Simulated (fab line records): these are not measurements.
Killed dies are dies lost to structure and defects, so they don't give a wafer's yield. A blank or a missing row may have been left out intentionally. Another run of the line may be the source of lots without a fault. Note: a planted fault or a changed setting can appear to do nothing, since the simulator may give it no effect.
Which tool is to blame?	flow n5Finfet	Sampling: 24 lots, 72 wafers, 6 of 1938 route steps

== WHAT THE GAUGES SHOWED, per wafer ==
N5_MOL_CONTACT_COAG_INSPECT_57: inspects for defects (brightfield).
lot	measured	on	rawDefectCount
L074	day 5 00:46	defectInspect-01	194 161 221
L075	day 5 11:34	defectInspect-02	119 204 215
L076	day 5 12:43	defectInspect-02	136 203 232
L077	day 6 01:07	defectInspect-01	134 153 231
L078	day 6 04:46	defectInspect-01	215 231 256
L079	day 6 07:09	defectInspect-01	127 194 210
L080	day 6 14:13	defectInspect-02	200 261 305
L081	day 6 18:49	defectInspect-02	269 189 123
L082	day 7 02:01	defectInspect-02	164 152 195
L083	day 7 09:05	defectInspect-01	240 215 193
L084	day 7 12:38	defectInspect-01	173 284 209
L085	day 7 19:02	defectInspect-01	172 151 197
L086	day 8 06:40	defectInspect-02	173 207 221
L087	day 8 06:49	defectInspect-01	287 264 118
L088	day 8 13:59	defectInspect-02	123 185 191
L089	day 9 03:12	defectInspect-01	160 108 172
L090	day 9 07:05	defectInspect-02	241 362 315
L091	day 9 09:33	defectInspect-02	169 147 173
L092	day 9 13:35	defectInspect-01	265 253 217
L093	day 9 22:21	defectInspect-02	159 157 178
L094	day 10 04:16	defectInspect-02	199 238 162
L095	day 10 07:25	defectInspect-01	188 169 187
L096	day 10 17:24	defectInspect-01	240 167 213
L097	day 10 18:23	defectInspect-02	266 375 329

N5_MOL_CONTACT_COAG_CD_MEAS_137: the cd target is 16 nm.
lot	measured	on	cdNm (nm)
L074	day 5 01:54	cdSem-02	15.9 15.6 15.7
L075	day 5 12:24	cdSem-03	15.6 16.0 15.7
L076	day 5 13:42	cdSem-02	15.6 15.6 15.9
L077	day 6 02:04	cdSem-01	16.0 16.2 16.5
L078	day 6 05:36	cdSem-01	15.9 15.7 16.0
L079	day 6 08:14	cdSem-02	15.4 15.3 15.6
L080	day 6 15:11	cdSem-03	16.6 16.6 16.7
L081	day 6 19:56	cdSem-02	16.3 15.7 16.1
L082	day 7 02:53	cdSem-02	16.1 15.3 15.6
L083	day 7 10:28	cdSem-02	16.1 16.8 16.3
L084	day 7 13:28	cdSem-03	16.1 15.5 15.9
L085	day 7 20:01	cdSem-01	16.2 16.1 16.2
L086	day 8 07:41	cdSem-01	15.5 15.7 15.7
L087	day 8 07:46	cdSem-01	16.2 16.1 16.7
L088	day 8 14:59	cdSem-02	15.5 15.8 15.5
L089	day 9 04:03	cdSem-01	16.2 16.1 15.9
L090	day 9 08:12	cdSem-01	15.6 15.9 15.9
L091	day 9 11:14	cdSem-01	15.2 15.9 15.3
L092	day 9 14:28	cdSem-02	16.3 14.9 15.8
L093	day 9 23:12	cdSem-01	16.3 16.1 15.9
L094	day 10 05:06	cdSem-01	16.0 15.5 15.5
L095	day 10 08:38	cdSem-02	15.8 16.0 16.2
L096	day 10 18:43	cdSem-02	16.3 16.2 15.8
L097	day 10 19:20	cdSem-01	16.3 15.7 15.9

== WHICH TOOL RAN EACH LOT (tool, then ch and the chambers of the sampled wafers, then the start) ==
lot	N5_MOL_CONTACT_COAG_STRIP_98	N5_MOL_CONTACT_COAG_PRE_CLEAN_142	N5_MOL_CONTACT_COAG_ETCH_89	N5_MOL_CONTACT_COAG_ETCH_47
L074	rieDiel-03 ch 1,2,3, day 4 14:57	pvdSputter-03, day 4 20:37	rieDiel-03 ch 0,2,3, day 5 00:50	rieDiel-05 ch 0,1,3, day 5 01:40
L075	rieDiel-03 ch 0,3, day 5 00:45	pvdSputter-03, day 5 07:32	rieDiel-05 ch 0,1,3, day 5 11:38	rieDiel-04 ch 2,3, day 5 12:10
L076	rieDiel-04 ch 0,1,3, day 5 03:16	pvdSputter-02, day 5 07:53	rieDiel-05 ch 0,1,2, day 5 12:47	rieDiel-03 ch 1,2,3, day 5 13:28
L077	rieDiel-04 ch 0,1, day 5 10:41	pvdSputter-02, day 5 19:22	rieDiel-05 ch 0,2,3, day 6 01:11	rieDiel-03 ch 2,3, day 6 01:50
L078	rieDiel-04 ch 1,3, day 5 16:19	pvdSputter-02, day 5 23:16	rieDiel-03 ch 0,2,3, day 6 04:50	rieDiel-05 ch 0,3, day 6 05:23
L079	rieDiel-04 ch 1,2,3, day 5 19:51	pvdSputter-01, day 6 03:01	rieDiel-04 ch 2,3, day 6 07:22	rieDiel-03 ch 1,2, day 6 08:00
L080	rieDiel-05 ch 0,2, day 6 03:43	pvdSputter-01, day 6 10:09	rieDiel-05 ch 0,2,3, day 6 14:17	rieDiel-05 ch 0,1,2, day 6 14:58
L081	rieDiel-05 ch 1,2, day 6 08:56	pvdSputter-03, day 6 14:47	rieDiel-04 ch 0,2,3, day 6 19:04	rieDiel-05 ch 0,2,3, day 6 19:43
L082	rieDiel-03 ch 1,2, day 6 16:41	pvdSputter-01, day 6 21:33	rieDiel-05 ch 0,2,3, day 7 02:05	rieDiel-03 ch 0,2,3, day 7 02:38
L083	rieDiel-05 ch 1,2, day 6 21:40	pvdSputter-01, day 7 05:02	rieDiel-04 ch 0,2, day 7 09:29	rieDiel-04 ch 2, day 7 10:12
L084	rieDiel-05 ch 0,1,3, day 7 04:34	pvdSputter-02, day 7 08:43	rieDiel-05 ch 0,2,3, day 7 12:42	rieDiel-03 ch 0,1,3, day 7 13:14
L085	rieDiel-05 ch 0,1,2, day 7 10:57	pvdSputter-03, day 7 15:08	rieDiel-04 ch 0,3, day 7 19:14	rieDiel-03 ch 0,1, day 7 19:47
L086	rieDiel-03 ch 0,1,3, day 7 20:10	pvdSputter-01, day 8 02:40	rieDiel-05 ch 0,1,2, day 8 06:44	rieDiel-03 ch 0,3, day 8 07:25
L087	rieDiel-04 ch 2,3, day 7 21:34	pvdSputter-01, day 8 02:57	rieDiel-03 ch 0,3, day 8 06:55	rieDiel-05 ch 1,2,3, day 8 07:31
L088	rieDiel-03 ch 0,2,3, day 8 04:01	pvdSputter-01, day 8 10:06	rieDiel-03 ch 0,2,3, day 8 14:13	rieDiel-05 ch 1,2,3, day 8 14:46
L089	rieDiel-04 ch 1,2, day 8 16:15	pvdSputter-01, day 8 23:02	rieDiel-05 ch 2,3, day 9 03:16	rieDiel-04 ch 0,1, day 9 03:49
L090	rieDiel-05 ch 0,1,3, day 8 21:13	pvdSputter-01, day 9 02:56	rieDiel-05 ch 0,1, day 9 07:23	rieDiel-03 ch 0,1,2, day 9 07:59
L091	rieDiel-03 ch 0,3, day 8 23:18	pvdSputter-03, day 9 05:39	rieDiel-03 ch 1,2, day 9 09:56	rieDiel-04 ch 0,1,2, day 9 11:01
L092	rieDiel-04 ch 1,2,3, day 9 03:20	pvdSputter-02, day 9 08:55	rieDiel-03 ch 0,1,2, day 9 13:42	rieDiel-03 ch 0,1,2, day 9 14:14
L093	rieDiel-04 ch 1,2,3, day 9 12:50	pvdSputter-01, day 9 17:48	rieDiel-04 ch 0,1,2, day 9 22:26	rieDiel-04 ch 0,1,2, day 9 22:58
L094	rieDiel-04 ch 1,2,3, day 9 18:22	pvdSputter-01, day 10 00:13	rieDiel-04 ch 1,2,3, day 10 04:19	rieDiel-04 ch 0,1,3, day 10 04:52
L095	rieDiel-04 ch 1,2,3, day 9 21:41	pvdSputter-01, day 10 03:23	rieDiel-05 ch 1,2,3, day 10 07:48	rieDiel-05 ch 1,3, day 10 08:23
L096	rieDiel-04 ch 0,1,3, day 10 08:04	pvdSputter-03, day 10 13:17	rieDiel-05 ch 1,3, day 10 17:28	rieDiel-04 ch 0,1, day 10 18:29
L097	rieDiel-04 ch 1,2,3, day 10 09:40	pvdSputter-03, day 10 13:27	rieDiel-05 ch 1,2, day 10 18:34	rieDiel-05 ch 1,2,3, day 10 19:06
- N5_MOL_CONTACT_COAG_STRIP_98: strips in N2/H2.
- N5_MOL_CONTACT_COAG_PRE_CLEAN_142: time 60 s.
- N5_MOL_CONTACT_COAG_ETCH_89: etches underlayer in N2/H2, target depth 13 nm, time 10.4 s.
- N5_MOL_CONTACT_COAG_ETCH_47: etches SiNx in CH3F/O2, stops on W, target depth 27 nm.

== AS READ BY THE TOOLS THEMSELVES (means over the sampled wafers that have a number; for cases with no such wafer, the mark the record gives instead) ==
N5_MOL_CONTACT_COAG_STRIP_98.
lot	tool	drypumpMotorCurrentA (A)	oesProductAu (a.u.)	rfVppV (V)	showerheadPlenumPTorr (Torr)	throttleValvePct (%)
L074	rieDiel-03	5.6	0.71	54.7	3.42	18.84
L075	rieDiel-03	5.6	0.72	55.1	3.34	18.83
L076	rieDiel-04	6.2	0.78	53.5	3.41	19.28
L077	rieDiel-04	6.1	0.85	55.3	3.49	19.27
L078	rieDiel-04	6.2	0.68	54.4	3.32	19.23
L079	rieDiel-04	6.2	0.76	54.3	3.31	19.14
L080	rieDiel-05	5.7	0.75	54.0	3.18	19.31
L081	rieDiel-05	5.7	0.81	53.9	3.22	19.45
L082	rieDiel-03	5.7	0.68	54.4	3.41	19.04
L083	rieDiel-05	5.6	0.85	52.8	3.32	19.45
L084	rieDiel-05	5.3	0.82	54.1	3.44	19.22
L085	rieDiel-05	5.6	0.78	53.7	3.28	19.33
L086	rieDiel-03	5.7	0.69	54.1	3.33	19.04
L087	rieDiel-04	6.3	0.76	54.2	3.31	19.25
L088	rieDiel-03	5.6	0.71	53.0	3.30	18.83
L089	rieDiel-04	6.0	0.88	54.4	3.28	18.90
L090	rieDiel-05	5.3	0.82	53.7	3.43	19.27
L091	rieDiel-03	5.6	0.69	53.7	3.32	18.90
L092	rieDiel-04	6.2	0.83	54.4	3.30	19.08
L093	rieDiel-04	6.2	0.81	54.0	3.29	19.05
L094	rieDiel-04	6.1	0.82	55.1	3.29	19.07
L095	rieDiel-04	6.2	0.80	53.8	3.29	19.07
L096	rieDiel-04	6.2	0.82	52.3	3.39	19.22
L097	rieDiel-04	6.1	0.81	54.6	3.29	19.07

N5_MOL_CONTACT_COAG_PRE_CLEAN_142.
lot	tool	heaterPowerW (W)
L074	pvdSputter-03	418
L075	pvdSputter-03	429
L076	pvdSputter-02	442
L077	pvdSputter-02	461
L078	pvdSputter-02	456
L079	pvdSputter-01	517
L080	pvdSputter-01	426
L081	pvdSputter-03	457
L082	pvdSputter-01	461
L083	pvdSputter-01	480
L084	pvdSputter-02	478
L085	pvdSputter-03	447
L086	pvdSputter-01	449
L087	pvdSputter-01	463
L088	pvdSputter-01	483
L089	pvdSputter-01	466
L090	pvdSputter-01	484
L091	pvdSputter-03	457
L092	pvdSputter-02	462
L093	pvdSputter-01	459
L094	pvdSputter-01	448
L095	pvdSputter-01	523
L096	pvdSputter-03	420
L097	pvdSputter-03	391

N5_MOL_CONTACT_COAG_ETCH_89.
lot	tool	biasW (W)	drypumpMotorCurrentA (A)	etchRfOnTimeS (s)	oesProductAu (a.u.)	rfVppV (V)	showerheadPlenumPTorr (Torr)	throttleValvePct (%)
L074	rieDiel-03	149.9	5.6	10.8	0.63	523	2.50	17.85
L075	rieDiel-05	150.0	5.3	10.4	0.72	526	2.61	18.02
L076	rieDiel-05	149.9	5.6	10.1	0.69	522	2.49	18.14
L077	rieDiel-05	149.9	5.4	10.2	0.69	524	2.53	18.08
L078	rieDiel-03	150.0	5.6	10.7	0.62	523	2.50	17.88
L079	rieDiel-04	150.1	6.2	10.4	0.71	524	2.50	17.98
L080	rieDiel-05	150.4	5.4	10.1	0.68	523	2.52	18.09
L081	rieDiel-04	150.0	6.2	10.3	0.72	525	2.57	18.08
L082	rieDiel-05	149.7	5.4	10.2	0.68	523	2.52	18.09
L083	rieDiel-04	149.5	6.1	10.1	0.77	527	2.63	18.03
L084	rieDiel-05	150.5	5.4	10.2	0.68	524	2.52	18.10
L085	rieDiel-04	149.7	6.3	10.1	0.72	527	2.64	18.20
L086	rieDiel-05	150.0	5.6	10.1	0.67	523	2.48	18.18
L087	rieDiel-03	149.9	5.6	10.8	0.59	523	2.52	17.97
L088	rieDiel-03	150.0	5.6	10.7	0.60	523	2.49	17.91
L089	rieDiel-05	150.1	5.5	10.2	0.68	521	2.46	18.15
L090	rieDiel-05	149.4	5.4	10.2	0.69	524	2.56	18.13
L091	rieDiel-03	150.2	5.7	10.3	0.76	524	2.57	17.61
L092	rieDiel-03	150.1	5.7	10.4	0.69	522	2.49	17.79
L093	rieDiel-04	150.2	6.1	10.2	0.75	524	2.56	17.89
L094	rieDiel-04	150.0	6.1	10.2	0.70	522	2.49	17.98
L095	rieDiel-05	150.0	5.4	10.2	0.70	524	2.54	18.13
L096	rieDiel-05	150.0	5.1	10.5	0.71	527	2.65	18.01
L097	rieDiel-05	150.4	5.7	10.0	0.67	520	2.41	18.25

N5_MOL_CONTACT_COAG_ETCH_47.
lot	tool	biasW (W)	drypumpMotorCurrentA (A)	etchRfOnTimeS (s)	oesProductAu (a.u.)	rfVppV (V)	showerheadPlenumPTorr (Torr)	throttleValvePct (%)
L074	rieDiel-05	73.11	5.3	30.9	0.76	298	2.05	16.39
L075	rieDiel-04	72.98	6.3	31.2	0.70	297	1.97	16.60
L076	rieDiel-03	73.00	5.6	31.9	0.63	298	2.05	16.44
L077	rieDiel-03	72.84	5.5	32.0	0.63	301	2.05	16.48
L078	rieDiel-05	72.94	5.2	30.9	0.70	295	2.02	16.47
L079	rieDiel-03	72.94	5.7	32.1	0.64	294	2.03	16.42
L080	rieDiel-05	73.02	5.6	31.0	0.71	301	1.95	16.56
L081	rieDiel-05	73.02	5.4	30.3	0.72	297	1.98	16.50
L082	rieDiel-03	72.95	5.6	31.8	0.64	301	1.97	16.48
L083	rieDiel-04	72.89	6.0	30.5	0.81	300	1.96	16.32
L084	rieDiel-03	73.04	5.7	31.7	0.63	300	1.98	16.49
L085	rieDiel-03	73.08	5.7	31.4	0.64	301	1.90	16.47
L086	rieDiel-03	72.94	5.6	31.5	0.65	303	1.91	16.52
L087	rieDiel-05	73.15	5.4	30.8	0.75	300	2.00	16.45
L088	rieDiel-05	73.15	5.4	31.0	0.75	299	2.00	16.46
L089	rieDiel-04	73.16	6.1	30.5	0.80	299	2.08	16.41
L090	rieDiel-03	73.06	5.7	31.3	0.72	297	1.96	16.31
L091	rieDiel-04	72.86	6.1	30.9	0.79	300	2.01	16.33
L092	rieDiel-03	72.66	5.7	31.1	0.72	297	1.96	16.33
L093	rieDiel-04	73.05	6.0	31.3	0.78	300	2.01	16.34
L094	rieDiel-04	73.00	6.2	30.7	0.73	298	2.01	16.50
L095	rieDiel-05	73.09	5.1	30.9	0.76	297	2.09	16.34
L096	rieDiel-04	73.16	6.1	30.5	0.79	299	2.01	16.25
L097	rieDiel-05	72.93	5.4	30.5	0.73	300	1.99	16.48

== THE ANSWER, worked out from the rows above alone ==
Rule: the lots themselves supply what counts as usual. The widest of any qualifying gaps counts: lots, ordered by their means at a reading, are off when they make up no more than a third of the lots, leave a main group of 4 or more, and stand apart from it by 3 or more times the standard deviation of that group's means. A main group whose means are all the same, to the digits that the tables above print for the reading, isn't used. A lot without any number at a reading at which 4 lots or more have one is off too. Where the step has rows for the other lots, those lots are counted as sound. Order of review: gauges by route order, followed by the tools' own readings, for which a lot's mean as printed above is used. At the first step where some lot is off, the reading lying furthest off is the one used; lots without a number count as furthest.
No lot is off on any of the readings shown, so nothing can be concluded from this.

== WHAT THE SIMULATOR PUT IN ==
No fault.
